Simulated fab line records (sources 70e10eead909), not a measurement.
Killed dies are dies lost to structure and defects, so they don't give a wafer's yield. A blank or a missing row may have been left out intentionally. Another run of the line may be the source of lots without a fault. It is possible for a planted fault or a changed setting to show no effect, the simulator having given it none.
fab line records	flow nand_harc
[record] lots = 6	wafers = 18	last_day = 31
route steps=1302 shown A_CONTACT@1003 END@1302
lots untouched by any fault: they come from a run of this same line in which no faults occurred
start_h: hours from the record's opening day to when the first of the lot's shown wafers began	wait_h: hours from the lot's prior step to this one	" identical to the entry in the row above	L1.1+2: one row covering several wafers at once	- value missing, or start not given	* or withheld: withheld	< > ~ a bound
route shown NAME@n: a module of which the file shows steps, and the number in the route of the first	usual: mean/standard deviation of fault-free wafers	same: alike in all rows	chamber/n: place in a boat	sites: the reading at each site	_std_site: standard deviation across them	_edge_site: inner sites' mean taken away from outer sites' mean	radius_mm: how far each site lies from the wafer's centre	mask NAME#n: copy n	behind: the tool/chamber that last shaped the wafer	hold: what put the lot on hold/how long, in hours/how the hold closed	device: the transistor (n, p or np) that didn't switch	end of line: the same wafers' tests at the end of the route	a step given without rows: its recipe and nothing more	killed: dies lost to structure and defects at the first sort, not the wafer's yield	map: dies across one wafer; x = killed, . = not, _ = none there
set.NAME: the setting that was run; set.NAME@STEP: the one run at that earlier step	model.NAME: the simulator's own value behind a step, which no gauge read
a table for each step, a row for each wafer; lots at some steps of the route
services: a tool's chamber out of use, with start hour (start_h, from the record's first day; less than 0 if before it), hours out, and reason
[[steps]]
[step NHARC_A_CONTACT_ETCH_50]
[recipe] target_depth_a = 1210	time_s = 60.5	cf4_flow_sccm = 100	chf3_flow_sccm = 30	ar_flow_sccm = 0	rf_w = 500	bias_w = 200	chemistry = CF4/CHF3
[usual] drypump_motor_current_A = 5.5/0.41	oes_product_au = 0.951/0.022	rf_vpp_V = 371.6/2.3	showerhead_plenum_p_Torr = 1.60/0.064	throttle_valve_pct = 16.803/0.011
lot.wafer	tool	chamber	start_h	wait_h	drypump_motor_current_A	oes_product_au	rf_hours_counter_h	rf_vpp_V	showerhead_plenum_p_Torr	throttle_valve_pct
L720.2	rie_diel-11	3	-	-	5.2	0.966	30	372.2	1.60	16.806
L720.1	"	0	"	"	5.5	0.973	29	366.2	1.47	16.806
L720.3	"	2	"	"	5.6	0.939	32	368.5	1.50	16.793
L724.4	rie_diel-04	0	-	-	5.5	0.961	10	374.6	1.68	16.811
L724.2	"	1	"	"	6.0	0.956	9	374.7	1.67	16.803
L724.6	"	2	"	"	5.4	0.967	-	370.2	1.55	16.798
L725.3	rie_diel-07	0	-	-	4.7	0.942	19	371.1	1.57	16.797
L725.1	"	2	"	"	5.5	0.948	17	368.7	1.56	16.787
L725.4	"	0	"	"	4.7	0.935	-	370.4	1.57	16.801
L731.1	rie_diel-04	3	-	-	5.2	0.927	28	374.5	1.69	16.790
L731.4	"	0	"	"	5.5	0.922	34	374.4	1.68	16.798
L731.5	"	3	"	"	5.2	0.919	-	376.2	1.69	16.788
L734.3	rie_diel-04	1	-	-	6.0	0.898	43	373.2	1.66	16.815
L734.4	"	0	"	"	5.5	0.917	47	374.5	1.67	16.790
L734.6	"	2	"	"	5.4	0.926	-	369.9	1.54	16.783
L735.3	rie_diel-07	3	-	-	6.0	0.948	2	371.2	1.61	16.788
L735.4	"	0	"	"	4.8	0.950	2	368.7	1.57	16.802
L735.6	"	3	"	"	6.0	0.964	-	372.1	1.61	16.800
[step NHARC_A_CONTACT_ETCH_51]
[recipe] target_depth_a = 70000	over_etch_frac = 0.3	time_s = 1820	ion_energy_ev = 150	o2_flow_sccm = 400	cos_flow_sccm = 20	ar_flow_sccm = 0	rf_w = 500	bias_w = 300	chemistry = O2/COS
[step NHARC_A_CONTACT_ETCH_111]
[recipe] source_w = withheld	pressure_mtorr = 20	bias_v = withheld	time_s = 140	target_depth_a = 7000	ar_flow_sccm = withheld	c4f8_flow_sccm = withheld	o2_flow_sccm = withheld	chemistry = C4F8/O2/Ar
lot.wafer	tool	chamber	start_h	wait_h	rf_hours_counter_h
L720.2	har_cap_etch-03	1	536.91	-	45
L720.1	"	0	"	"	45
L720.3	"	1	"	"	-
L724.2	har_cap_etch-01	0	581.10	-	12
L724.4	"	0	"	"	-
L724.6	"	0	"	"	-
L725.1	har_cap_etch-02	1	596.66	-	100
L725.4	"	0	"	"	-
L725.3	"	1	"	"	-
L731.1	har_cap_etch-02	1	636.72	-	107
L731.4	"	1	"	"	-
L731.5	"	1	"	"	-
L734.4	har_cap_etch-01	1	665.71	-	-
L734.3	"	0	"	"	-
L734.6	"	1	"	"	-
L735.3	har_cap_etch-01	0	677.86	-	-
L735.4	"	1	"	"	-
L735.6	"	0	"	"	-
[step NHARC_A_CONTACT_ETCH_112]
[recipe] source_w = withheld	pressure_mtorr = 20	bias_v = 3000	time_s = 190	target_depth_a = 18500	ar_flow_sccm = withheld	c4f8_flow_sccm = withheld	o2_flow_sccm = withheld	chemistry = C4F8/O2/Ar
lot.wafer	tool	chamber	start_h	wait_h	rf_hours_counter_h
L720.2	har_cap_etch-03	1	537.10	0.2	45
L720.1	"	0	"	"	45
L720.3	"	1	"	"	-
L724.2	har_cap_etch-01	0	581.30	0.2	13
L724.4	"	0	"	"	-
L724.6	"	0	"	"	-
L725.1	har_cap_etch-02	1	596.86	0.2	100
L725.4	"	0	"	"	-
L725.3	"	1	"	"	-
L731.1	har_cap_etch-02	1	636.92	0.2	107
L731.4	"	1	"	"	-
L731.5	"	1	"	"	-
L734.4	har_cap_etch-01	1	665.90	0.2	-
L734.3	"	0	"	"	-
L734.6	"	1	"	"	-
L735.3	har_cap_etch-01	0	678.05	0.2	-
L735.4	"	1	"	"	-
L735.6	"	0	"	"	-
[step NHARC_A_CONTACT_ETCH_113]
[recipe] source_w = withheld	pressure_mtorr = 20	bias_v = 3000	time_s = 190	target_depth_a = 18500	ar_flow_sccm = withheld	c4f8_flow_sccm = withheld	o2_flow_sccm = withheld	chemistry = C4F8/O2/Ar
[step NHARC_A_CONTACT_ETCH_114]
[recipe] source_w = withheld	pressure_mtorr = 20	bias_v = 3000	time_s = 190	target_depth_a = 18500	ar_flow_sccm = withheld	c4f8_flow_sccm = withheld	o2_flow_sccm = withheld	chemistry = C4F8/O2/Ar
[step NHARC_A_CONTACT_ETCH_115]
[recipe] source_w = withheld	pressure_mtorr = 20	bias_v = 3000	time_s = 190	target_depth_a = 18500	ar_flow_sccm = withheld	c4f8_flow_sccm = withheld	o2_flow_sccm = withheld	chemistry = C4F8/O2/Ar
lot.wafer	tool	chamber	start_h	wait_h	rf_hours_counter_h
L720.2	har_cap_etch-03	1	537.62	0.1	46
L720.1	"	0	"	"	46
L720.3	"	1	"	"	-
L724.2	har_cap_etch-01	0	581.81	0.1	13
L724.4	"	0	"	"	-
L724.6	"	0	"	"	-
L725.1	har_cap_etch-02	1	597.37	0.1	101
L725.4	"	0	"	"	-
L725.3	"	1	"	"	-
L731.1	har_cap_etch-02	1	637.42	0.1	108
L731.4	"	1	"	"	-
L731.5	"	1	"	"	-
L734.4	har_cap_etch-01	1	666.41	0.1	-
L734.3	"	0	"	"	-
L734.6	"	1	"	"	-
L735.3	har_cap_etch-01	0	678.56	0.1	-
L735.4	"	1	"	"	-
L735.6	"	0	"	"	-
[step NHARC_A_CONTACT_ETCH_116]
[recipe] source_w = withheld	pressure_mtorr = 20	bias_v = 3000	time_s = 190	target_depth_a = 18500	ar_flow_sccm = withheld	c4f8_flow_sccm = withheld	o2_flow_sccm = withheld	chemistry = C4F8/O2/Ar
[step NHARC_A_CONTACT_ETCH_117]
[recipe] source_w = withheld	pressure_mtorr = 20	bias_v = 3000	time_s = 190	target_depth_a = 18500	ar_flow_sccm = withheld	c4f8_flow_sccm = withheld	o2_flow_sccm = withheld	chemistry = C4F8/O2/Ar
[step NHARC_A_CONTACT_ETCH_118]
[recipe] source_w = withheld	pressure_mtorr = 20	bias_v = 3000	time_s = 190	target_depth_a = 18500	ar_flow_sccm = withheld	c4f8_flow_sccm = withheld	o2_flow_sccm = withheld	chemistry = C4F8/O2/Ar
[step NHARC_A_CONTACT_ETCH_119]
[recipe] source_w = withheld	pressure_mtorr = 20	bias_v = 3000	time_s = 190	target_depth_a = 18500	ar_flow_sccm = withheld	c4f8_flow_sccm = withheld	o2_flow_sccm = withheld	chemistry = C4F8/O2/Ar
[step NHARC_A_CONTACT_ETCH_120]
[recipe] source_w = withheld	pressure_mtorr = 20	bias_v = 3000	time_s = 190	target_depth_a = 18500	ar_flow_sccm = withheld	c4f8_flow_sccm = withheld	o2_flow_sccm = withheld	chemistry = C4F8/O2/Ar
[step NHARC_A_CONTACT_ETCH_121]
[recipe] source_w = withheld	pressure_mtorr = 20	bias_v = 3000	time_s = 190	target_depth_a = 18500	ar_flow_sccm = withheld	c4f8_flow_sccm = withheld	o2_flow_sccm = withheld	chemistry = C4F8/O2/Ar
lot.wafer	tool	chamber	start_h	wait_h	rf_hours_counter_h
L720.2	har_cap_etch-03	1	538.64	0.1	47
L720.1	"	0	"	"	47
L720.3	"	1	"	"	-
L724.2	har_cap_etch-01	0	582.84	0.1	14
L724.4	"	0	"	"	-
L724.6	"	0	"	"	-
L725.1	har_cap_etch-02	1	598.39	0.1	102
L725.4	"	0	"	"	-
L725.3	"	1	"	"	-
L731.1	har_cap_etch-02	1	638.46	0.1	109
L731.4	"	1	"	"	-
L731.5	"	1	"	"	-
L734.4	har_cap_etch-01	1	667.44	0.1	-
L734.3	"	0	"	"	-
L734.6	"	1	"	"	-
L735.3	har_cap_etch-01	0	679.59	0.1	-
L735.4	"	1	"	"	-
L735.6	"	0	"	"	-
[step NHARC_A_CONTACT_ETCH_122]
[recipe] source_w = withheld	pressure_mtorr = 20	bias_v = 3000	time_s = 190	target_depth_a = 18500	ar_flow_sccm = withheld	c4f8_flow_sccm = withheld	o2_flow_sccm = withheld	chemistry = C4F8/O2/Ar
[step NHARC_A_CONTACT_ETCH_123]
[recipe] source_w = withheld	pressure_mtorr = 20	bias_v = 400	time_s = 490	target_depth_a = 21100	ar_flow_sccm = withheld	c4f8_flow_sccm = 11.5	o2_flow_sccm = 7.2	chemistry = C4F8/O2/Ar
[step NHARC_A_CONTACT_ETCH_90]
[recipe] target_depth_a = 400	over_etch_frac = 0.5	time_s = 85.7	ion_energy_ev = 120	ch3f_flow_sccm = 50	o2_flow_sccm = 30	ar_flow_sccm = 200	rf_w = 500	bias_w = 100	chemistry = CH3F/O2
[step NHARC_A_CONTACT_ETCH_96]
[recipe] target_depth_a = 200	over_etch_frac = 0.5	time_s = 10	ion_energy_ev = 250	c4f6_flow_sccm = 25	o2_flow_sccm = 20	ar_flow_sccm = 500	rf_w = 600	bias_w = 500	chemistry = C4F6/O2
[step NHARC_A_CONTACT_CD_MEAS_53]
[usual] cd_nm = 289.5/1
lot.wafer	tool	chamber	start_h	wait_h	cd_nm
L720.1	cd_sem-01	-	540.20	-	289.9
L720.2	"	-	"	"	289.2
L720.3	"	-	"	"	288.7
L724.2	cd_sem-01	-	584.39	-	289.8
L724.4	"	-	"	"	290.3
L724.6	"	-	"	"	290.0
L725.1	cd_sem-02	-	599.90	-	291.1
L725.3	"	-	"	"	290.9
L725.4	"	-	"	"	290.6
L731.1	cd_sem-01	-	640.18	-	289.7
L731.4	"	-	"	"	289.4
L731.5	"	-	"	"	290.1
L734.3	cd_sem-02	-	668.92	-	288.1
L734.4	"	-	"	"	288.5
L734.6	"	-	"	"	289.4
L735.3	cd_sem-02	-	681.07	-	288.7
L735.4	"	-	"	"	289.3
L735.6	"	-	"	"	289.9
[step NHARC_A_CONTACT_STRIP_99]
[recipe] n2_flow_sccm = 150	h2_flow_sccm = 150	ar_flow_sccm = 0	bias_w = 0	chemistry = N2/H2
[step NHARC_A_CONTACT_STRIP_100]
[recipe] cf4_flow_sccm = 100	chf3_flow_sccm = 30	ar_flow_sccm = 0	bias_w = 0	chemistry = CF4/CHF3
[step NHARC_A_CONTACT_STRIP_101]
[recipe] o2_flow_sccm = 400	cos_flow_sccm = 20	ar_flow_sccm = 0	bias_w = 0	chemistry = O2/COS
[step NHARC_A_CONTACT_ETCH_102]
[recipe] target_depth_a = 1000	overetch_a = 100	time_s = 55	ion_energy_ev = 100	cf4_flow_sccm = 80	o2_flow_sccm = 20	ar_flow_sccm = 0	rf_w = 300	bias_w = 100	chemistry = CF4/O2
[step NHARC_A_CONTACT_STRIP_55]
[recipe] o2_flow_sccm = 500	ar_flow_sccm = 0	bias_w = 0	chemistry = O2
[step NHARC_A_CONTACT_STRIP_56]
[recipe] time_s = 600	temp_c = 30	chemistry = post_etch_residue_remover
[step NHARC_A_CONTACT_DEP_57]
[recipe] target_thk_a = 53000	temp_c = 400	material = aC
[step NHARC_A_CONTACT_DEP_58]
[recipe] target_thk_a = 900	target_thk_nm = 90	temp_c = 400	pressure_torr = 3.5	flow_sccm = 200	rf_w = 350	material = SiON
[step NHARC_A_CONTACT_DEHYDRATE_59]
[recipe] temp_c = 150	time_s = 120
[step NHARC_A_CONTACT_HMDS_60]
[recipe] time_s = 30
[step NHARC_A_CONTACT_COAT_61]
[recipe] temp_c = 260	time_s = 75
[step NHARC_A_CONTACT_COAT_62]
[recipe] temp_c = 225	time_s = 65
[step NHARC_A_CONTACT_COAT_63]
[recipe] spin_rpm = 1500	resist_thk_nm = 90
[step NHARC_A_CONTACT_SOFTBAKE_64]
[recipe] temp_c = 105	time_s = 55
[step NHARC_A_CONTACT_EBR_65]
[step NHARC_A_CONTACT_EXPOSE_66]
[recipe] na = 1.35	sigma_outer = 0.8	dose_mj = 59.02	mask_id = A_CC_2
[step NHARC_A_CONTACT_PEB_67]
[recipe] peb_temp_c = 100	peb_time_s = 65
[step NHARC_A_CONTACT_DEVELOP_68]
[recipe] develop_time_s = 35	dev_temp_c = 23
[step NHARC_A_CONTACT_CD_MEAS_69]
[recipe] target_cd_nm = 300	landing_energy_ev = 500
[usual] cd_nm = 300.0/0.71
lot.wafer	tool	chamber	start_h	wait_h	cd_nm
L720.1	cd_sem-02	0	545.92	-	299.6
L720.2	"	0	"	"	299.8
L720.3	"	0	"	"	299.7
L724.2	cd_sem-02	0	589.39	-	299.6
L724.4	"	0	"	"	301.1
L724.6	"	0	"	"	300.3
L725.1	cd_sem-01	0	607.52	-	300.3
L725.3	"	0	"	"	300.3
L725.4	"	0	"	"	300.3
L731.1	cd_sem-02	0	646.32	-	300.4
L731.4	"	0	"	"	300.0
L731.5	"	0	"	"	300.3
L734.3	cd_sem-03	0	676.86	-	300.6
L734.4	"	0	"	"	299.7
L734.6	"	0	"	"	300.9
L735.3	cd_sem-03	0	686.34	-	299.9
L735.4	"	0	"	"	298.9
L735.6	"	0	"	"	299.4
[step NHARC_A_CONTACT_OVL_MEAS_70]
[usual] overlay_x_nm = 0.0/1	overlay_y_nm = 0.0/0.73
lot.wafer	tool	chamber	start_h	wait_h	overlay_x_nm	overlay_y_nm
L720.1	overlay-02	-	546.01	-	0.1	0.3
L720.2	"	-	"	"	-0.3	0.7
L720.3	"	-	"	"	-0.1	0.4
L724.2	overlay-01	-	589.48	-	-1.9	-0.5
L724.4	"	-	"	"	-2.0	-0.7
L724.6	"	-	"	"	-2.2	-1.0
L725.1	overlay-02	-	607.61	-	0.7	0.0
L725.3	"	-	"	"	0.6	-0.2
L725.4	"	-	"	"	0.3	-0.8
L731.1	overlay-01	-	646.41	-	-0.7	0.2
L731.4	"	-	"	"	-0.8	-0.3
L731.5	"	-	"	"	-0.8	-0.4
L734.3	overlay-01	-	676.94	-	0.8	0.9
L734.4	"	-	"	"	0.5	1.1
L734.6	"	-	"	"	0.7	1.1
L735.3	overlay-01	-	686.43	-	-0.4	-0.9
L735.4	"	-	"	"	-0.1	-1.0
L735.6	"	-	"	"	0.0	-0.4
[step NHARC_A_CONTACT_DESCUM_74]
[recipe] time_s = 3	o2_flow_sccm = 200	ar_flow_sccm = 0	bias_power_w = 0	chemistry = O2
[step NHARC_A_CONTACT_ETCH_75]
[recipe] target_depth_a = 390	over_etch_frac = 0.3	time_s = 65	ion_energy_ev = 80	cf4_flow_sccm = 150	ar_flow_sccm = 0	rf_w = 300	bias_w = 100	chemistry = CF4
[step NHARC_A_CONTACT_ETCH_76]
[recipe] target_depth_a = 2600	over_etch_frac = 0.3	time_s = 475.3	ion_energy_ev = 200	n2_flow_sccm = 150	h2_flow_sccm = 150	ar_flow_sccm = 0	rf_w = 400	bias_w = 150	chemistry = N2/H2
[usual] drypump_motor_current_A = 5.6/0.46	oes_product_au = 1.000/0.014	rf_vpp_V = 431.0/2.5	showerhead_plenum_p_Torr = 2.06/0.088	throttle_valve_pct = 14.172/0.0092
lot.wafer	tool	chamber	start_h	wait_h	drypump_motor_current_A	oes_product_au	rf_hours_counter_h	rf_vpp_V	showerhead_plenum_p_Torr	throttle_valve_pct
L720.2	rie_diel-07	3	-	-	6.0	1.019	13	431.6	2.10	14.170
L720.3	"	0	"	"	4.7	0.998	9	430.1	2.04	14.191
L720.1	"	1	"	"	5.7	0.999	13	433.3	2.17	14.169
L724.2	rie_diel-11	1	-	-	6.2	1.030	50	427.9	1.96	14.192
L724.4	"	3	"	"	5.2	1.013	49	431.2	2.07	14.163
L724.6	"	1	"	"	6.2	1.012	-	427.5	1.96	14.166
L725.3	rie_diel-07	3	-	-	6.0	1.001	27	431.5	2.10	14.172
L725.1	"	0	"	"	4.7	0.984	23	429.3	2.04	14.175
L725.4	"	3	"	"	6.0	1.014	-	430.5	2.10	14.173
L731.4	rie_diel-07	2	-	-	5.5	1.010	24	430.6	2.02	14.162
L731.1	"	3	"	"	6.0	0.998	34	432.9	2.09	14.167
L731.5	"	2	"	"	5.5	1.002	-	431.3	2.02	14.177
L734.4	rie_diel-11	2	-	-	5.7	0.995	21	425.6	1.92	14.181
L734.3	"	3	"	"	5.2	0.982	12	431.0	2.06	14.167
L734.6	"	3	"	"	5.2	0.981	-	430.3	2.06	14.181
L735.4	rie_diel-04	1	-	-	6.0	0.964	51	434.0	2.16	14.149
L735.3	"	3	"	"	5.2	0.991	52	435.3	2.20	14.171
L735.6	"	0	"	"	5.5	0.983	-	433.9	2.18	14.181
[step NHARC_END_SORT_01]
[recipe] temp_c = 25
[usual] killed_at_array = 55/19	killed_at_other = 0.9/1.4	killed_at_periphery = 3.8/2.9	killed_dies = 60/19	killed_open = 3.3/1.8	killed_short = 2.6/1.6
[same] gross_dies = 677
lot.wafer	tool	chamber	start_h	wait_h	killed_at_array	killed_at_other	killed_at_periphery	killed_dies	killed_open	killed_short
L720.1	prober-01	0	607.94	2.5	40	0	2	42	0	2
L720.2	prober-01	0	608.75	2.8	52	1	6	59	5	1
L720.3	prober-01	0	609.55	3.1	46	1	2	49	3	3
L724.2	prober-01	0	654.24	2.8	24	1	4	29	3	5
L724.4	prober-01	0	655.84	3.4	46	2	5	53	6	4
L724.6	prober-01	0	657.45	4.0	24	2	6	32	3	4
L731.1	prober-01	0	703.36	2.5	58	0	6	64	4	4
L731.4	prober-01	0	705.72	3.4	43	0	9	52	3	2
L731.5	prober-01	0	706.51	3.7	49	0	11	60	5	5
L734.3	prober-01	0	736.61	3.1	135	1	3	139	3	0
L734.4	prober-01	0	737.41	3.4	160	2	1	163	2	1
L734.6	prober-01	0	739.00	4.0	149	1	2	152	4	0
L735.3	prober-01	0	748.74	3.1	122	1	1	124	0	1
L735.4	prober-01	0	749.55	3.4	158	0	3	161	2	1
L735.6	prober-01	0	751.16	4.0	119	0	0	119	2	0
// killed by level:class
L720.1 A_CHANNEL_HOLE_D2:chamber_film_flake=31 P_CONTACT:chamber_film_flake=2 A_CHANNEL_HOLE_D1:chamber_film_flake=2 A_WL_FILL:chamber_film_flake=2 A_CHANNEL_FILL_D2:geometric_particle:short=1 A_WL_FILL:geometric_particle:short=1 A_DECK1_JOINT:chamber_film_flake=1 A_STAIRCASE:chamber_film_flake=1
L720.2 A_CHANNEL_HOLE_D2:chamber_film_flake=36 P_CONTACT:chamber_film_flake=5 A_CHANNEL_HOLE_D1:chamber_film_flake=3 A_STAIRCASE:chamber_film_flake=3 A_DECK1_JOINT:chamber_film_flake=2 A_M0:chamber_film_flake=2 P_CONTACT:geometric_particle:open=1 A_DECK1_JOINT:geometric_particle:open=1
L720.3 A_CHANNEL_HOLE_D2:chamber_film_flake=27 A_CHANNEL_HOLE_D1:chamber_film_flake=4 A_STAIRCASE:chamber_film_flake=4 A_SLIT:chamber_film_flake=3 A_M0:geometric_particle:open=2 P_CONTACT:chamber_film_flake=2 A_DECK1_JOINT:geometric_particle:short=1 A_WL_FILL:geometric_particle:short=1
L724.2 A_CHANNEL_HOLE_D2:chamber_film_flake=12 A_ONON_D1:geometric_particle:short=2 A_M0:geometric_particle:short=2 P_STI:chamber_film_flake=2 A_ONON_D1:geometric_particle:open=1 A_CHANNEL_FILL_D1:geometric_particle:open=1 A_WL_FILL:geometric_particle:short=1 A_M0:geometric_particle:open=1
L724.4 A_CHANNEL_HOLE_D2:chamber_film_flake=23 A_CONTACT:chamber_film_flake=5 A_ONON_D2:geometric_particle:open=3 A_CHANNEL_FILL_D2:chamber_film_flake=3 A_SLIT:chamber_film_flake=3 P_M2:chamber_film_flake=2 A_CHANNEL_HOLE_D1:chamber_film_flake=2 THIN_TSV:chamber_film_flake=2
L724.6 A_CHANNEL_HOLE_D2:chamber_film_flake=14 A_CHANNEL_HOLE_D1:chamber_film_flake=3 P_GATE:chamber_film_flake=2 A_CONTACT:chamber_film_flake=2 P_STI:geometric_particle:short=1 P_CONTACT:geometric_particle:open=1 P_BONDPAD:geometric_particle:open=1 A_ONON_D1:geometric_particle:short=1
L731.1 A_SLIT:chamber_film_flake=36 A_CHANNEL_HOLE_D1:chamber_film_flake=10 A_CONTACT:chamber_film_flake=3 P_GATE:chamber_film_flake=2 A_SGD_CUT:chamber_film_flake=2 P_GATE:geometric_particle:short=1 P_CONTACT:geometric_particle:open=1 P_M1:geometric_particle:short=1
L731.4 A_SLIT:chamber_film_flake=24 P_GATE:chamber_film_flake=5 A_CHANNEL_HOLE_D1:chamber_film_flake=5 A_CONTACT:chamber_film_flake=4 A_SOURCE_PLATE:geometric_particle:open=2 P_ZERO_WELL:chamber_film_flake=2 P_CONTACT:chamber_film_flake=2 A_STAIRCASE:chamber_film_flake=2
L731.5 A_SLIT:chamber_film_flake=23 A_CONTACT:chamber_film_flake=9 P_M0:chamber_film_flake=6 A_CHANNEL_HOLE_D1:chamber_film_flake=3 A_SGD_CUT:chamber_film_flake=3 A_CHANNEL_FILL_D1:geometric_particle:open=2 A_SGD_CUT:geometric_particle:short=2 P_GATE:chamber_film_flake=2
L734.3 A_CONTACT:unspecified=85 A_CHANNEL_HOLE_D1:chamber_film_flake=22 A_SLIT:chamber_film_flake=18 A_CONTACT:chamber_film_flake=3 P_M0:geometric_particle:open=2 A_CHANNEL_FILL_D1:chamber_film_flake=2 A_DECK1_JOINT:chamber_film_flake=2 A_STAIRCASE:chamber_film_flake=2
L734.4 A_CONTACT:unspecified=92 A_CHANNEL_HOLE_D1:chamber_film_flake=28 A_SLIT:chamber_film_flake=28 A_CONTACT:chamber_film_flake=5 A_STAIRCASE:chamber_film_flake=4 THIN_TSV:chamber_film_flake=2 P_GATE:geometric_particle:open=1 A_DECK1_JOINT:geometric_particle:short=1
L734.6 A_CONTACT:unspecified=88 A_CHANNEL_HOLE_D1:chamber_film_flake=29 A_SLIT:chamber_film_flake=19 A_STAIRCASE:chamber_film_flake=4 A_CONTACT:chamber_film_flake=4 P_CONTACT:geometric_particle:open=1 P_M2:geometric_particle:open=1 A_ONON_D2:geometric_particle:open=1
L735.3 A_CONTACT:unspecified=84 A_CHANNEL_HOLE_D2:chamber_film_flake=20 A_STAIRCASE:chamber_film_flake=7 A_SLIT:chamber_film_flake=4 A_CONTACT:chamber_film_flake=4 A_WL_FILL:chamber_film_flake=2 P_CONTACT:geometric_particle:short=1 A_CHANNEL_HOLE_D1:chamber_film_flake=1
L735.4 A_CONTACT:unspecified=103 A_CHANNEL_HOLE_D2:chamber_film_flake=28 A_CHANNEL_HOLE_D1:chamber_film_flake=9 A_CONTACT:chamber_film_flake=6 A_STAIRCASE:chamber_film_flake=4 A_SLIT:chamber_film_flake=4 P_M0:geometric_particle:open=1 A_CHANNEL_FILL_D2:geometric_particle:open=1
L735.6 A_CONTACT:unspecified=84 A_CHANNEL_HOLE_D1:chamber_film_flake=9 A_CONTACT:chamber_film_flake=7 A_SLIT:chamber_film_flake=6 A_CHANNEL_HOLE_D2:chamber_film_flake=5 A_STAIRCASE:chamber_film_flake=4 A_CHANNEL_FILL_D1:geometric_particle:open=1 A_BLC:geometric_particle:open=1
// map L734.4 (x killed, . not)
____________.____________
_________......._________
_______..........._______
______.............______
_____..............._____
____.................____
____...............x.____
___.........x.........___
___..........x........___
__.....x...x...........__
__.....................__
_.....................x._
_....x.x..............x._
_...xxxxxx.........x..xx_
_..xxxxxxxx........xx.xx_
_..xxxxxx..x.......xxxx._
.xxxxxxxxx.x.......x.xx.x
..xxxxxxxx......x..xxxx.x
.xxxxxxxxxx.........xxxxx
..xxxxxxxxx..............
..xxxxxxxxx..............
_..xxxxxxx.............._
_..xxxxxxxx..........x.._
_..xxxxxx.x............._
_...xxxxxx...........x.._
_....xxxxxx............._
__....xxxxx.......x....__
__....x.xxx............__
___...xxxx....x.......___
___....x.x............___
____....x............____
____..xxx............____
_____......x........_____
______.............______
_______....x...x.._______
_________......._________
____________x____________
// map L735.4 (x killed, . not)
____________.____________
_________......._________
_______..........._______
______.............______
_____...........x..._____
____.................____
____......x..........____
___...................___
___...................___
__.....................__
__.x......x...x........__
_x..................x..._
_.....xx........x...x..._
_...x.xxxxx..........xxx_
_.xx.xxxxx..........xxxx_
_..xxxxxxx..x........xxx_
..xxxxxxxxxx........x.x..
..xxxxxxxxxx.......xxxx..
..xxxxxxxxx........x.xxxx
..xxxxxxxxxx.......x.xx..
..xxxxxxxxxx.....x...xx..
_.xxxxxxxxx...........x._
_.xxxxxxxxx............x_
_...xxxxxxx............._
_...xxxxxx.............._
_.xxxxx.......x........._
__xxxx.............x...__
__.x.x.................__
___.x.x...............___
___...................___
____.................____
____.........x.......____
_____..............._____
______.......x.....______
_______..........._______
_________.xx...x_________
____________.____________
[[services]]
tool	chamber	start_h	hours	kind
har_cap_etch-01	0	514.00	-	clean
har_cap_etch-01	1	514.00	-	clean
rie_diel-07	0	527.07	10.1	repair
rie_diel-07	1	531.18	-	clean
rie_diel-07	2	531.18	-	clean
rie_diel-07	3	531.18	-	clean
rie_diel-04	-	535.82	9.0	pm
rie_diel-07	2	538.85	13.1	repair
rie_diel-07	3	553.47	4.7	repair
rie_diel-07	0	555.68	-	clean
rie_diel-07	1	555.68	-	clean
rie_diel-07	2	555.68	-	clean
rie_diel-07	1	580.12	5.6	repair
rie_diel-07	0	580.29	-	clean
rie_diel-07	2	580.29	-	clean
rie_diel-07	3	580.29	-	clean
rie_diel-07	1	589.30	32.4	repair
rie_diel-04	3	595.62	12.3	repair
rie_diel-07	0	605.26	-	clean
rie_diel-11	-	611.84	9.0	pm
rie_diel-07	3	620.84	6.6	repair
rie_diel-11	3	634.12	19.6	repair
rie_diel-07	-	649.49	9.0	pm
rie_diel-04	0	677.84	7.8	repair
[[key]]
[first_sign] step = NHARC_END_SORT_01	reading = killed_at_array	direction = up	sigmas = 4.4	usual = 55	struck = 140
[effect] step = NHARC_END_SORT_01	reading = killed_dies	direction = up	sigmas = 4.4	usual = 60	struck = 143
[more_kills_born_at] NHARC_A_CONTACT_ETCH_121@har_cap_etch-01 = 535
met_at NHARC_A_CONTACT_ETCH_121
struck_wafers L734.3,L734.4,L734.6,L735.3,L735.4,L735.6
tester_left_out L734,L735
onset_between 582.84 667.44
also_fits time
[fault] kind = chamber_particle_source	tool = har_cap_etch-01	chamber = -	onset_h = 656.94	steps = NHARC_A_CONTACT_ETCH_121	rate_per_visit_cm2 = 1.489	end_h = 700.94
// tester_left_out: of these lots the tester's yield and bins aren't shown, on N5 and GAA mostly nor the transistor test; their killed dies are dies lost to structure and defects alone, not to doping, threshold or leakage, so they don't give the yield
